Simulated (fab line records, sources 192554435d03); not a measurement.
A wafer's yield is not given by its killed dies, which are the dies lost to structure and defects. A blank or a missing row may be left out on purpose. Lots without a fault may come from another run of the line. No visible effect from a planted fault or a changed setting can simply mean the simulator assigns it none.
Split-lot trial -- flow n5_finfet -- route with 1938 steps; 7 lots, 21 wafers read

== ON THE SPLIT ==
At N5_PMOS_HMC_CHANNEL_EPI_COAT_31 (time 60 s, resist thk 66 nm), the setting spin_rpm was moved away from the recipe's 1500 rpm on 6 of the 21 wafers read, by -10.1% to +8.0%. For the rest of the wafers, this setting stayed at what the recipe calls for.

== FROM THE SPLIT TO THE READING: what the file shows between them, 4 steps ==
- N5_PMOS_HMC_CHANNEL_EPI_COAT_03: resist thk 205 nm (also split here: spin_rpm)
- N5_PMOS_HMC_CHANNEL_EPI_EBR_05
- N5_PMOS_HMC_CHANNEL_EPI_SOFTBAKE_04: time 60 s
- N5_PMOS_HMC_CHANNEL_EPI_DESCUM_14: chemistry O2, time 7.9 s

== THE READING ==
etch.depth_nm (the simulator's own value, which no gauge read), in nm, at N5_PMOS_HMC_CHANNEL_EPI_ETCH_32 (etches BARC in N2/H2, stops on SiO2, target depth 85.8 nm, time 50.3 s). The file gives no usual value for it. Across the 15 wafers here that went through the recipe, the average is 66.09 nm and the standard deviation 0.17 nm.

wafer,"tool, chamber at the split","spin_rpm as run, rpm",against the recipe,"etch.depth_nm, nm",against lot-mates on the recipe
L074.1,"litho_track-05, 0",1620,+8.0%,63.48,-2.74
L074.3,"litho_track-05, 0",1500,recipe,66.22,-
L074.5,"litho_track-05, 0",1620,+8.0%,63.66,-2.56
L076.1,"litho_track-01, 0",1500,recipe,65.94,-
L076.4,"litho_track-01, 0",1500,recipe,65.79,-
L076.6,"litho_track-01, 0",1581,+5.4%,64.08,-1.79
L077.1,"litho_track-05, 0",1500,recipe,66.15,-
L077.2,"litho_track-05, 0",1500,recipe,66.04,-
L077.4,"litho_track-05, 0",1500,recipe,66.32,-
L079.1,"litho_track-05, 0",1386,-7.6%,68.93,+2.98
L079.2,"litho_track-05, 0",1386,-7.6%,68.77,+2.82
L079.6,"litho_track-05, 0",1500,recipe,65.95,-
L083.1,"litho_track-05, 0",1500,recipe,66.39,-
L083.2,"litho_track-05, 0",1348,-10.1%,69.8,+3.56
L083.5,"litho_track-05, 0",1500,recipe,66.09,-
L086.2,"litho_track-02, 0",1500,recipe,66.35,-
L086.3,"litho_track-02, 0",1500,recipe,66.06,-
L086.6,"litho_track-02, 0",1500,recipe,66.13,-
L087.1,"litho_track-01, 0",1500,recipe,65.97,-
L087.3,"litho_track-01, 0",1500,recipe,65.86,-
L087.6,"litho_track-01, 0",1500,recipe,66.05,-

FIT RESULTS
A straight line over all 21 wafers: etch.depth_nm changes by -0.348 nm for each +1% of spin_rpm; r = -0.99; the points scatter about the line by 0.19 nm.
The same after taking each lot's own level away (the mean of its wafers on the recipe; 21 wafers): -0.352 nm for each +1%; r = -1.00; scatter 0.13 nm.
That fit puts the effect of the largest move of spin_rpm on the reading at 3.6 nm.
From 65.865 to 66.240 nm: that is the span of the lots' own levels, equal to 2.2 times the standard deviation above.
So the lot-to-lot level changes the slope little: the two slopes agree.
Check: +3.63 nm against its lot-mates is what the line predicts for one of the wafers moved furthest among these (-10.1%) when that wafer is left out of the fit. Against them it came out at +3.56 nm.

== ADDITIONAL SPLITS CARRIED BY THESE WAFERS ==
Note: prior to the reading, these wafers also went through further splits. Each is held against what the fit with the lots' levels taken away leaves over:
other split on the same wafers,wafers away from the commonest value,r with etch.depth_nm (lot level and that fit taken away)
N5_PMOS_HMC_CHANNEL_EPI_COAT_03 spin_rpm,6,+0.14

== THE WHOLE CHAIN: every reading that the file lists as answering this split, in the file's order ==
step,what it does,reading,change (the file's fit),r (the file's)
N5_PMOS_HMC_CHANNEL_EPI_COAT_31,"time 60 s, resist thk 66 nm","BARC_of_PMOS_HMC_CHANNEL_EPI_COAT_31.thk_nm (the simulator's own value, which no gauge read)",-0.351 nm for each +1% of the setting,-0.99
N5_PMOS_HMC_CHANNEL_EPI_ETCH_32,"etches BARC in N2/H2, stops on SiO2, target depth 85.8 nm, time 50.3 s","etch.depth_nm (the simulator's own value, which no gauge read)",-0.351 nm for each +1% of the setting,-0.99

== FILE'S OWN FIT ==
etch.depth_nm changes by -0.351 nm for each +1% of spin_rpm, r = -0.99.
